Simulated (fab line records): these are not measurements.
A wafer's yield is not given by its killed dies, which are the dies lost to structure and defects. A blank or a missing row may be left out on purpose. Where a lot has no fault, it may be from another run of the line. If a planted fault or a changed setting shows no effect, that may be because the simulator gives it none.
The tool behind it: which one?    flow n5Finfet    10 lots with 29 wafers sampled at 3 steps, on a route of 1938 steps

== WHAT THE GAUGES READ, wafer by wafer ==
N5_WELL_APT_OVL_MEAS_09.
lot   measured     on          NWELL_OVL (nm)
L242  day 1 19:44  overlay-01  4 1 1
L246  day 2 19:43  overlay-01  6 5 0
L248  day 3 07:35  overlay-02  -3 -4 3
L249  day 3 13:46  overlay-02  -2 1 -7
L252  day 4 07:53  overlay-02  -4 -9
L256  day 5 07:56  overlay-02  -5 -1 -3
L257  day 5 13:36  overlay-01  -14 -10 -9
L260  day 6 07:45  overlay-02  -3 -6 -8
L263  day 7 01:46  overlay-02  5 -2 5
L264  day 7 08:29  overlay-01  -14 -14 -18

== TOOL THAT RAN EACH LOT (tool first, then ch and the chambers of the sampled wafers, then the start) ==
lot   N5_ZERO_LAYER_ETCH_17             N5_ZERO_LAYER_ETCH_18
L242  rieDiel-06 ch 1,2, day 1 18:44    rieSi-05 ch 0,1, day 1 18:49
L246  rieDiel-02 ch 0,2,3, day 2 18:50  rieSi-05 ch 0,2,3, day 2 18:55
L248  rieDiel-02 ch 1,3, day 3 06:43    rieSi-04 ch 0,1,2, day 3 06:47
L249  rieDiel-06 ch 0,3, day 3 12:53    rieSi-03 ch 2,3, day 3 12:58
L252  rieDiel-02 ch 3, day 4 07:01      rieSi-04 ch 0,1, day 4 07:05
L256  rieDiel-04 ch 2,3, day 5 06:56    rieSi-04 ch 0,2,3, day 5 07:01
L257  rieDiel-02 ch 0,2, day 5 12:43    rieSi-04 ch 0,1,2, day 5 12:47
L260  rieDiel-04 ch 1,2,3, day 6 06:52  rieSi-05 ch 0,3, day 6 06:56
L263  rieDiel-02 ch 1,2, day 7 00:52    rieSi-04 ch 0,1,2, day 7 00:56
L264  rieDiel-02 ch 2,3, day 7 07:22    rieSi-04 ch 0,1, day 7 07:26
- N5_ZERO_LAYER_ETCH_17: etches SiO2 in CF4, target depth 12 nm, time 13.3 s.
- N5_ZERO_LAYER_ETCH_18: etches Si in HBr/Cl2, target depth 120 nm, time 40 s.

== THE ANSWER, worked out from the rows above alone ==
Rule: what is usual is taken from the lots themselves. Put in order of their means at a reading, lots are off if they are a third of the lots or fewer, leave a main group of 4 or more, and stand apart from it by a gap of 3 or more times the standard deviation of the main group's means; of several such gaps the widest counts. A main group is skipped when, at the precision printed for the reading in the tables above, its means are all equal. A lot without any number at a reading at which 4 lots or more have one is off too. The other lots that the step has rows for count as sound.
Nothing can be told from this: no lot is off at any reading shown.

== WHAT WAS PUT IN BY THE SIMULATOR ==
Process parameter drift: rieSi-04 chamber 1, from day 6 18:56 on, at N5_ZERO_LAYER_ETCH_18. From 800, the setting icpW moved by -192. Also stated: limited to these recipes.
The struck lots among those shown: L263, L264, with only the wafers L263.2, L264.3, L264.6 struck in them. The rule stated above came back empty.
